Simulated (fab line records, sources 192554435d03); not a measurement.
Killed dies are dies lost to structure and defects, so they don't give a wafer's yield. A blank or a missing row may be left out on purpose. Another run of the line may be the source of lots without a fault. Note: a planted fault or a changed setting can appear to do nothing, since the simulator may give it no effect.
8D (eight disciplines) problem report, filled in by code -- flow n5-finfet -- the parts of the form that need people (team, actions taken, sign-off) are left out

1. PROBLEM STATEMENT
Mean of bias-w at N5_BEOL_M4_ETCH_64: 119.8 W across 6 wafers in 2 lots; on wafers with no fault it is 150.0 W (standard deviation 0.45). That is -67 standard deviations from the usual mean.
The step: etches SOC in N2/H2, target depth 75 nm, overetch 22.5 nm, time 121.9 s.
First seen on wafer L411.3, day 13 05:24, on rie-diel-06. The record holds 27 wafers of 9 lots with a number at this step. The rule behind "out" and "out of limits": a value lying over 4 standard deviations away from the usual mean. The other wafers with a number count as sound.

2. WHAT IT IS, WHAT IT ISN'T
question,is,is not
which readings at this step,"bias-w, rf-vpp-V","drypump-motor-current-A, oes-product-au, showerhead-plenum-p-Torr, throttle-valve-pct"
which lots,"L411, L414","L393, L395, L396, L398, L405, L406, L416"
which wafers of those lots,all that have a number,-
read on which tools,rie-diel-06,"rie-diel-02, rie-diel-05"
when,from day 13 05:24,up to then (18 sound wafers); but 3 sound wafers of L416 came after

3. SUSPECTS, AND WHAT RULES EACH OUT
Counting: any tool at a process step up to the reading is kept as a suspect provided that every lot that is out went through it and no sound lot did after the first of them.
- pvd-sputter-02 at N5_BEOL_M3_ANNEAL_93 (time 240 s): ruled out as a lasting fault. Following L411 (day 13 01:51), the first lot on it that is out, the sound lots L416 were run on it.
- pecvd-03 at N5_BEOL_M3_DEP_57 (deposits SiCN from 3MS/NH3, target thk 8 nm, time 14 s): ruled out as a lasting fault. Following L411 (day 13 03:19), the first lot on it that is out, the sound lots L416 were run on it.
- rie-diel-06 at N5_BEOL_M4_ETCH_64 (etches SOC in N2/H2, target depth 75 nm, overetch 22.5 nm, time 121.9 s): kept. All lots that are out passed through it, beginning with L411 at day 13 05:24, and no sound lot followed; its final sound lot before that point was L405 at day 10 13:47. On those wafers its own readings are out: bias-w, rf-vpp-V.
After counting, what remains is rie-diel-06 at N5_BEOL_M4_ETCH_64.

4. THE CAUSE (what the simulator had put in)
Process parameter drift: rie-diel-06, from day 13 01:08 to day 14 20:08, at N5_BEOL_M4_ETCH_64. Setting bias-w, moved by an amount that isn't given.
This tool alone remained once counting was done.

5. SEQUENCE OF EFFECTS, ordered by route
Each row: a reading whose mean over the struck wafers that have a number lies more than 3 standard deviations from the usual. Scope: only readings with a usual standard deviation given in the record; hours: median across lots of the time from each lot's start at the first step in this table that gives one to its start at this step; sigmas: change in usual standard deviations.
hours,step,reading,usual,on struck wafers,change,sigmas
0,N5_BEOL_M4_ETCH_64,bias-w,150.0 W,119.8,-30.2,-67
0,N5_BEOL_M4_ETCH_64,rf-vpp-V,522.9 V,451.2,-71.7,-29
Here are the process steps it includes:
- N5_BEOL_M4_ETCH_64: etches SOC in N2/H2, target depth 75 nm, overetch 22.5 nm, time 121.9 s.
At these later measuring or inspecting steps, every struck wafer for which the step has a row has a number for every such reading, and none has moved that far: N5_BEOL_M4_RC_MEAS_101.

6. HOW IT WOULD HAVE BEEN CAUGHT EARLIER
4 hours passed between the start of the fault at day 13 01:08 and the first reading out of limits in this record, taken at day 13 05:24.
